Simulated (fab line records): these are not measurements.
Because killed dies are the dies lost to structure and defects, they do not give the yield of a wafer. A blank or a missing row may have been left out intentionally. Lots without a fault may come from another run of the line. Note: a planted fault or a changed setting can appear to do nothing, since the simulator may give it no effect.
Which tool was responsible?	flow nandHarc	13 lots, 39 wafers sampled, at 6 steps of a route of 1302

== WHAT EACH GAUGE READ, for each wafer ==
NHARC_A_ONON_D2_THK_MEAS_18: measures by ellipsometry. Usual: thkNm at 998 nm, with a standard deviation of 9.
lot	measured	on	thkNm (nm)	flag
L352	day 12 14:09	filmMetro-01	1015 1014 1017	
L354	day 13 19:34	filmMetro-02	1005 1005 1003	
L358	day 15 09:44	filmMetro-01	1514 1514 1515	OFF
L360	day 16 10:43	filmMetro-01	1514 1513 1514	OFF
L366	day 19 06:38	filmMetro-02	983 983 983	
L369	day 19 18:57	filmMetro-01	993 992 996	
L368	day 19 18:56	filmMetro-02	1002 1002 1002	
L370	day 20 19:29	filmMetro-02	995 995 995	
L371	day 21 08:15	filmMetro-01	996 998 996	
L372	day 21 08:14	filmMetro-02	1002 1001 1002	
L373	day 21 20:35	filmMetro-02	1011 1011 1011	
L374	day 22 10:23	filmMetro-02	1005 1006 1006	
L375	day 22 16:01	filmMetro-02	1005 1004 1003	

NHARC_END_SORT_01. Usual: killedAtArray 54, standard deviation 17; killedAtOther 1.0, standard deviation 1.4; killedAtPeriphery 3.6, standard deviation 2.1; killedDies 58, standard deviation 17; killedOpen 3.2, standard deviation 2; killedShort 2.5, standard deviation 1.5.
lot	measured	on	killedAtArray	killedAtOther	killedAtPeriphery	killedDies	killedOpen	killedShort	flag
L358	day 27 05:40	prober-01	672 675 671	1 1 3	4 1 3	677 677 677	3 3 2	3 2 2	OFF
L360	day 27 16:39	prober-01	674 674 674	0 0 0	3 3 3	677 677 677	3 4 3	4 4 2	OFF

== TOOL THAT RAN EACH LOT (tool first, then ch and the chambers of the sampled wafers, then the start) ==
lot	NHARC_A_DECK1_JOINT_ETCHBACK_07	NHARC_A_ONON_D2_DEP_16	NHARC_A_CHANNEL_HOLE_D2_DEP_00	NHARC_A_CHANNEL_HOLE_D2_DEP_01
L352	rieSi-02 ch 1,2,3, day 10 15:18	pecvdOnon-03 ch 0, day 12 13:38	aclDep-03 ch 0, day 12 17:01	pecvd-02 ch 0,2, day 12 18:58
L354	rieSi-02 ch 1,2,3, day 11 22:10	pecvdOnon-03 ch 0, day 13 19:07	aclDep-01 ch 0, day 14 03:22	pecvd-04 ch 0,2, day 14 05:01
L358	rieSi-05 ch 0,1,2, day 13 10:52	pecvdOnon-03 ch 0, day 15 09:14	-	-
L360	rieSi-05 ch 2,3, day 14 11:08	pecvdOnon-03 ch 0, day 16 10:23	-	-
L366	rieSi-04 ch 0,1,3, day 17 01:52	pecvdOnon-03 ch 0, day 19 06:08	aclDep-01 ch 0, day 19 13:02	pecvd-01 ch 0,2, day 19 15:01
L369	rieSi-05 ch 0,1,2, day 17 21:57	pecvdOnon-04 ch 0, day 19 18:26	aclDep-03 ch 0, day 19 22:50	pecvd-02 ch 0,1,2, day 20 00:44
L368	rieSi-04 ch 1,2,3, day 17 21:57	pecvdOnon-03 ch 0, day 19 18:29	aclDep-01 ch 0, day 20 00:31	pecvd-02 ch 0,1,2, day 20 02:11
L370	rieSi-05 ch 0,1,3, day 18 13:48	pecvdOnon-03 ch 0, day 20 18:59	aclDep-03 ch 0, day 20 23:35	pecvd-02 ch 0,1, day 21 01:32
L371	rieSi-02 ch 0,1,3, day 19 08:14	pecvdOnon-01 ch 0, day 21 07:48	aclDep-01 ch 0, day 21 13:43	pecvd-02 ch 0,1,2, day 21 15:22
L372	rieSi-05 ch 1,2,3, day 19 08:14	pecvdOnon-03 ch 0, day 21 07:50	aclDep-02 ch 0, day 21 13:04	pecvd-04 ch 0,2, day 21 14:25
L373	rieSi-02 ch 1,3, day 19 21:56	pecvdOnon-03 ch 0, day 21 20:07	aclDep-03 ch 0, day 21 23:47	pecvd-01 ch 1,2, day 22 01:26
L374	rieSi-05 ch 0,2,3, day 20 09:18	pecvdOnon-04 ch 0, day 22 09:53	aclDep-02 ch 0, day 22 13:19	pecvd-04 ch 0,1,2, day 22 15:18
L375	rieSi-04 ch 1,2,3, day 20 20:43	pecvdOnon-04 ch 0, day 22 15:31	aclDep-02 ch 0, day 22 21:07	pecvd-02 ch 0,1, day 22 23:05
- NHARC_A_DECK1_JOINT_ETCHBACK_07: etches the open film in HBr, target depth 105 nm, time 26.9 s.
- NHARC_A_ONON_D2_DEP_16: target thk 1000 nm.
- NHARC_A_CHANNEL_HOLE_D2_DEP_00: deposits aC, target thk 3100 nm.
- NHARC_A_CHANNEL_HOLE_D2_DEP_01: deposits SiON, target thk 140 nm.

== WHAT THE TOOLS THEMSELVES READ (means of the sampled wafers that have a number; where no wafer has one, the mark that the record gives instead) ==
NHARC_A_DECK1_JOINT_ETCHBACK_07. Usual: drypumpMotorCurrentA 5.8 A, standard deviation 0.59; oesProductAu 1.000 a.u., standard deviation 0.01; throttleValvePct 23.266 %, standard deviation 0.0092.
lot	tool	drypumpMotorCurrentA (A)	oesProductAu (a.u.)	throttleValvePct (%)	flag
L352	rieSi-02	6.1	1.000	23.268	
L354	rieSi-02	6.2	0.996	23.274	
L358	rieSi-05	5.5	1.000	23.267	
L360	rieSi-05	5.7	1.007	23.266	
L366	rieSi-04	6.0	1.005	23.258	
L369	rieSi-05	5.6	0.994	23.260	
L368	rieSi-04	6.3	1.003	23.268	
L370	rieSi-05	5.2	0.999	23.268	
L371	rieSi-02	6.1	1.000	23.264	
L372	rieSi-05	5.4	1.004	23.273	
L373	rieSi-02	6.7	1.017	23.258	
L374	rieSi-05	5.5	0.996	23.268	
L375	rieSi-04	6.3	1.000	23.274	

NHARC_A_CHANNEL_HOLE_D2_DEP_00. Usual: throttleValvePct at 35.001 %, with a standard deviation of 0.009.
lot	tool	throttleValvePct (%)	flag
L352	aclDep-03	35.006	
L354	aclDep-01	35.000	
L366	aclDep-01	35.005	
L369	aclDep-03	35.004	
L368	aclDep-01	35.006	
L370	aclDep-03	35.007	
L371	aclDep-01	35.002	
L372	aclDep-02	34.994	
L373	aclDep-03	35.002	
L374	aclDep-02	35.001	
L375	aclDep-02	35.008	

NHARC_A_CHANNEL_HOLE_D2_DEP_01. Usual: heaterPowerW at 737 W, with a standard deviation of 87.
lot	tool	heaterPowerW (W)	flag
L352	pecvd-02	773	
L354	pecvd-04	806	
L366	pecvd-01	803	
L369	pecvd-02	675	
L368	pecvd-02	740	
L370	pecvd-02	781	
L371	pecvd-02	716	
L372	pecvd-04	750	
L373	pecvd-01	647	
L374	pecvd-04	714	
L375	pecvd-02	775	

== THE ANSWER, worked out from the rows above alone ==
Rule: a lot is off if the mean of its wafers that have a number lies more than 3 standard deviations from the usual mean. A lot without any number at a reading at which 4 lots or more have one is off too. Any other lot the step has rows for is counted as sound. The gauges are gone through in route order, then the tools' own readings, and for those a lot's mean is taken as printed above. The first step at which some lot is off is used, and at that step the reading that is off furthest; a lot without a number counts as furthest.
Off: L358, L360, at NHARC_A_ONON_D2_THK_MEAS_18 (thkNm).
A tool fits if, at a process step before that reading, it ran every lot that is off, and no sound lot after the first of them. Not tried: the gauges at NHARC_A_ONON_D2_THK_MEAS_18; whatever is off there is also off at NHARC_END_SORT_01, on other tools, and gauge error can't account for it. Of those tried, none fits.

== WHAT THE SIMULATOR PUT IN ==
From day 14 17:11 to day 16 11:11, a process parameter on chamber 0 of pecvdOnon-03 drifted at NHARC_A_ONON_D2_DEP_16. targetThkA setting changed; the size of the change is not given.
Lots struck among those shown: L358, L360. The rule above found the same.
